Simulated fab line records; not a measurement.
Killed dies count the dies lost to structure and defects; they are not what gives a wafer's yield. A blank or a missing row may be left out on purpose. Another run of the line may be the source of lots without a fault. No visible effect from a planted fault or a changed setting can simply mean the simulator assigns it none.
Which of the tools did it? :: flow n5 finfet :: 11 lots, 29 wafers sampled, at 2 steps of a route of 1938

## WHAT THE GAUGES SHOWED, per wafer
N5_BEOL_M4_RC_MEAS_101.
lot: L567
measured: day 8 00:23
on: prober-02
DIBL_N (mV/V): 38.1 40.4 37.6

lot: L568
measured: day 7 19:20
on: prober-01
DIBL_N (mV/V): 38.4 36.5 39.9

lot: L569
measured: day 8 15:20
on: prober-01
DIBL_N (mV/V): 34.8 39.1 35.7

lot: L571
measured: day 8 20:15
on: prober-02
DIBL_N (mV/V): 35.6 39.6 39.7

lot: L572
measured: day 9 04:13
on: prober-01
DIBL_N (mV/V): 38.2 36.4

lot: L573
measured: day 9 01:01
on: prober-01
DIBL_N (mV/V): 39.0 34.3

lot: L575
measured: day 10 03:54
on: prober-01
DIBL_N (mV/V): 39.1 37.8 36.3

lot: L576
measured: day 10 06:16
on: prober-02
DIBL_N (mV/V): 37.2 37.7 37.5

lot: L581
measured: day 12 05:23
on: prober-02
DIBL_N (mV/V): 38.0

lot: L583
measured: day 12 09:42
on: prober-01
DIBL_N (mV/V): 38.6

lot: L585
measured: day 13 02:58
on: prober-02
DIBL_N (mV/V): 40.4 39.7

## EACH LOT AND THE TOOL THAT RAN IT (in order: tool; ch and the chambers of the sampled wafers; start)
lot: L567
N5_BEOL_M0_SAQP_PECVD_00: pecvd-03 ch 0,2, day 5 11:27

lot: L568
N5_BEOL_M0_SAQP_PECVD_00: pecvd-01 ch 0,1,2, day 5 14:26

lot: L569
N5_BEOL_M0_SAQP_PECVD_00: pecvd-01 ch 0,1,2, day 5 17:28

lot: L571
N5_BEOL_M0_SAQP_PECVD_00: pecvd-04 ch 1,2, day 6 07:38

lot: L572
N5_BEOL_M0_SAQP_PECVD_00: pecvd-01 ch 1,2, day 6 11:01

lot: L573
N5_BEOL_M0_SAQP_PECVD_00: pecvd-01 ch 0, day 6 18:54

lot: L575
N5_BEOL_M0_SAQP_PECVD_00: pecvd-01 ch 0,2, day 7 09:37

lot: L576
N5_BEOL_M0_SAQP_PECVD_00: pecvd-01 ch 0,1, day 7 18:41

lot: L581
N5_BEOL_M0_SAQP_PECVD_00: pecvd-01 ch 0,1, day 9 02:41

lot: L583
N5_BEOL_M0_SAQP_PECVD_00: pecvd-01 ch 0, day 9 10:05

lot: L585
N5_BEOL_M0_SAQP_PECVD_00: pecvd-01 ch 0,1, day 9 21:11
- N5_BEOL_M0_SAQP_PECVD_00: deposits SiCN from 3MS/NH3, target thk 8 nm, time 14 s.

## THE ANSWER, worked out from the rows above alone
Rule: the lots themselves supply what counts as usual. The widest of any qualifying gaps counts: lots, ordered by their means at a reading, are off when they make up no more than a third of the lots, leave a main group of 4 or more, and stand apart from it by 3 or more times the standard deviation of that group's means. A main group is skipped when, at the precision printed for the reading in the tables above, its means are all equal. Also off: a lot with no number at a reading for which 4 or more lots have one. The other lots that the step has rows for count as sound.
Across all readings shown, no lot is off: no conclusion can be drawn from this.

## WHAT THE SIMULATOR HAD PUT IN
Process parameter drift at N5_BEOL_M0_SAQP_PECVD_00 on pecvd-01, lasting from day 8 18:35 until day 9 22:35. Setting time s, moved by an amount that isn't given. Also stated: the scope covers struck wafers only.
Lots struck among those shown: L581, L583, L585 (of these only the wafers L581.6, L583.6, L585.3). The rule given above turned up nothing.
